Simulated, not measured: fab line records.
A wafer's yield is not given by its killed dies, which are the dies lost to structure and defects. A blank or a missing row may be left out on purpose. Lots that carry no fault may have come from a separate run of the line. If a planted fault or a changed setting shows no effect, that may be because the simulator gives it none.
Which tool was responsible? + flow n5 finfet + 11 lots with 33 wafers sampled at 4 steps, on a route of 1938 steps

== WHAT EACH GAUGE READ, for each wafer ==
N5_BEOL_M5_CD_MEAS_11 targets a cd of 27.74 nm.
| lot  | measured     | on        | cd nm (nm)        |
|------|--------------|-----------|-------------------|
| L584 | day 8 09:19  | cd sem-03 | 27.76 27.75 27.78 |
| L586 | day 9 02:21  | cd sem-01 | 28.49 28.03 27.82 |
| L588 | day 9 05:37  | cd sem-03 | 28.04 28.15 27.98 |
| L589 | day 9 18:13  | cd sem-03 | 28.36 27.96 27.51 |
| L597 | day 11 15:07 | cd sem-01 | 27.21 26.05 27.01 |
| L596 | day 11 15:10 | cd sem-03 | 26.57 26.66 26.84 |
| L598 | day 12 02:22 | cd sem-02 | 27.32 27.19 27.08 |
| L599 | day 12 15:08 | cd sem-03 | 28.30 27.99 27.60 |
| L600 | day 12 17:44 | cd sem-02 | 27.67 27.69 27.99 |
| L603 | day 13 03:45 | cd sem-03 | 27.96 28.61 28.17 |
| L604 | day 13 22:49 | cd sem-03 | 27.60 27.84 27.94 |

== WHAT TOOL EACH LOT RAN ON (gives the tool, then ch and the chambers of the sampled wafers, and finally the start) ==
| lot  | N5_BEOL_M4_ANNEAL_51             | N5_BEOL_M5_ILD_DEP_00           | N5_BEOL_M5_EXPOSE_08              |
|------|----------------------------------|---------------------------------|-----------------------------------|
| L584 | rtp anneal-02 ch 0, day 8 05:02  | pecvd-04 ch 1,2, day 8 06:58    | euv scanner-01 ch 0, day 8 09:11  |
| L586 | rtp anneal-01 ch 0, day 8 23:01  | pecvd-04 ch 1,2, day 9 00:50    | euv scanner-01 ch 0, day 9 02:14  |
| L588 | rtp anneal-02 ch 0, day 9 02:16  | pecvd-04 ch 0,1,2, day 9 04:19  | euv scanner-01 ch 0, day 9 05:29  |
| L589 | rtp anneal-02 ch 0, day 9 13:13  | pecvd-03 ch 0,1,2, day 9 15:22  | euv scanner-02 ch 0, day 9 18:06  |
| L597 | rtp anneal-02 ch 0, day 11 11:23 | pecvd-01 ch 0,1,2, day 11 13:14 | euv scanner-01 ch 0, day 11 15:00 |
| L596 | rtp anneal-01 ch 0, day 11 11:26 | pecvd-04 ch 1,2, day 11 13:23   | euv scanner-01 ch 0, day 11 15:02 |
| L598 | rtp anneal-02 ch 0, day 11 22:45 | pecvd-01 ch 0,1, day 12 00:53   | euv scanner-01 ch 0, day 12 02:15 |
| L599 | rtp anneal-01 ch 0, day 12 11:02 | pecvd-03 ch 0,1,2, day 12 12:58 | euv scanner-02 ch 0, day 12 15:01 |
| L600 | rtp anneal-01 ch 0, day 12 14:15 | pecvd-04 ch 0,1, day 12 16:09   | euv scanner-02 ch 0, day 12 17:37 |
| L603 | rtp anneal-02 ch 0, day 12 22:35 | pecvd-01 ch 1,2, day 13 00:34   | euv scanner-02 ch 0, day 13 03:37 |
| L604 | rtp anneal-02 ch 0, day 13 17:48 | pecvd-01 ch 0,1,2, day 13 19:44 | euv scanner-02 ch 0, day 13 22:41 |
- N5_BEOL_M4_ANNEAL_51: time 90 s.
- N5_BEOL_M5_ILD_DEP_00: deposits SiCOH lowk from DEMS/porogen, target thk 140.64 nm, time 25.9 s.
- N5_BEOL_M5_EXPOSE_08: exposes mask M5, target cd 28 nm.

== THE ANSWER, worked out from the rows above alone ==
Rule: usual is defined by the lots themselves. Put in order of their means at a reading, lots are off if they are a third of the lots or fewer, leave a main group of 4 or more, and stand apart from it by a gap of 3 or more times the standard deviation of the main group's means; of several such gaps the widest counts. Not used: any main group whose means are identical at the precision the tables above print for the reading. A lot without any number at a reading at which 4 lots or more have one is off too. All remaining lots with rows at the step are treated as sound.
Off: L597, L596, L598 (N5_BEOL_M5_CD_MEAS_11, cd nm). The main group has a mean of 27.96 nm with a standard deviation of 0.16.
If a tool, at a process step before that reading, ran all the lots that are off and no sound lot after the first of them, it fits. Those tools and the gauges at N5_BEOL_M5_CD_MEAS_11 are tried in the same way. One candidate fits, namely euv scanner-01 at N5_BEOL_M5_EXPOSE_08. A fault onset in the window from L588 (day 9 05:29, its last sound lot) to L597 (day 11 15:00, its first lot off) fits.

== WHAT THE SIMULATOR HAD PUT IN ==
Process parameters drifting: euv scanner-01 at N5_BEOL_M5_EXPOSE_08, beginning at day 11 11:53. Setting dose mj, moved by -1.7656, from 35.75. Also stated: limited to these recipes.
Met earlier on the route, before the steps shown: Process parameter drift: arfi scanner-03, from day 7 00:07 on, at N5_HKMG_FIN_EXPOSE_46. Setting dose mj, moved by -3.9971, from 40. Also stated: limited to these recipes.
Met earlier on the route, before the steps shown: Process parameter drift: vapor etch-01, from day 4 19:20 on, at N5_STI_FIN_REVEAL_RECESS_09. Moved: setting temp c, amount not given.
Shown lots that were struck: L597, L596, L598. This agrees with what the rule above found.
